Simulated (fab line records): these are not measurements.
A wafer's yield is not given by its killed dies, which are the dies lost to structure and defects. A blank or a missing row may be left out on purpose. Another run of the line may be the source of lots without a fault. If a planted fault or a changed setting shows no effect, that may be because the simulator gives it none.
Struck lot and sound lot, side by side / flow n5-finfet / 14 steps out of a route of 1938
Sound: these wafers, L960.2, L960.3, L960.6. Struck: wafers L963.2, L963.3. (L963.5 of the same lot was not struck and is left out.) The cause comes at the end.
Per side, at each step with rows, come the tool, then ch with its chambers, and then its first start. Under that, the readings that differ: sound wafers / struck wafers / difference of the means / sigmas: that difference in standard deviations of wafers without a fault.
alike: same words and numbers on both sides, and readings whose means sit less than 2 such deviations apart. not compared: any withheld reading, any reading some wafer has no value for, any bound like >300 that may hide the same value, and any number with overlapping values for which the record gives no deviation.
Wherever a step has rows on one side only, a row that says differs or no value, or a row with sigmas, the two part there. Non-overlapping numbers with no deviation appear without sigmas and do not part them. Lack of a reading on every wafer of one side parts them only where that side has two or more wafers.

first, 8 steps without rows for these wafers: N5_BEOL_M6_COAT_64 (time 60 s, resist thk 12 nm); N5_BEOL_M6_COAT_71 (time 60 s, resist thk 5 nm); N5_BEOL_M6_COAT_22 (resist thk 30 nm); N5_BEOL_M6_EBR_24; N5_BEOL_M6_SOFTBAKE_23 (time 60 s); N5_BEOL_M6_EXPOSE_25 (exposes mask V5, target cd 40 nm); N5_BEOL_M6_PEB_26 (peb time 60 s); N5_BEOL_M6_DEVELOP_27 (develop time 30 s).
N5_BEOL_M6_CD_MEAS_28: the cd target is 40 nm.
  sound on cd-sem-03 ch 0, day 11 13:00; struck on cd-sem-03 ch 0, day 12 13:09
  alike: cd-nm
N5_BEOL_M6_OVL_MEAS_29:
  sound on overlay-02 ch 0, day 11 13:02; struck on overlay-01 ch 0, day 12 13:11
  alike: V5_OVL
N5_BEOL_M6_INSPECT_30: inspects for defects (brightfield).
  sound: defect-inspect-01 at day 11 13:05; struck: defect-inspect-02 at day 12 13:14
  alike: raw-defect-count
N5_BEOL_M6_DESCUM_33: chemistry O2, time 7 s.
  sound on rie-diel-01 ch 2,3, day 11 14:33; struck on rie-diel-01 ch 0,1, day 12 13:16
  alike: drypump-motor-current-A, oes-product-au, rf-vpp-V, showerhead-plenum-p-Torr, temp-c, throttle-valve-pct
  not compared: rf-hours-counter-h
N5_BEOL_M6_ETCH_72: etches underlayer in N2/H2, target depth 6.5 nm, time 5.2 s.
  sound on rie-diel-01 ch 2,3, day 11 14:35; struck on rie-diel-01 ch 0,1, day 12 13:18
reading=etch-rf-on-time-s (s); sound=5.12 5.40 5.35; struck=6.68 6.80; difference=+1.45; sigmas=+16
  alike: drypump-motor-current-A, n2-flow-sccm, oes-product-au, rf-vpp-V, showerhead-plenum-p-Torr, throttle-valve-pct
  not compared: rf-hours-counter-h
N5_BEOL_M6_ETCH_65: etches SiARC in CF4, target depth 15.6 nm, time 26 s.
  sound on rie-diel-01 ch 2,3, day 11 14:37; struck on rie-diel-01 ch 0,1, day 12 13:19
reading=oes-product-au (a.u.); sound=0.64 0.57 0.58; struck=0.82 0.67; difference=+0.15; sigmas=+2
  alike: drypump-motor-current-A, etch-rf-on-time-s, rf-vpp-V, showerhead-plenum-p-Torr, throttle-valve-pct
  not compared: rf-hours-counter-h

## WHERE THEY PART
First at N5_BEOL_M6_ETCH_72; last, within this record, at N5_BEOL_M6_ETCH_65.

WHY: whatever the simulator had introduced
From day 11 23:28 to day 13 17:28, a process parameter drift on rie-diel-01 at N5_BEOL_M6_ETCH_72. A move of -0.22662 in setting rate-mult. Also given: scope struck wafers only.
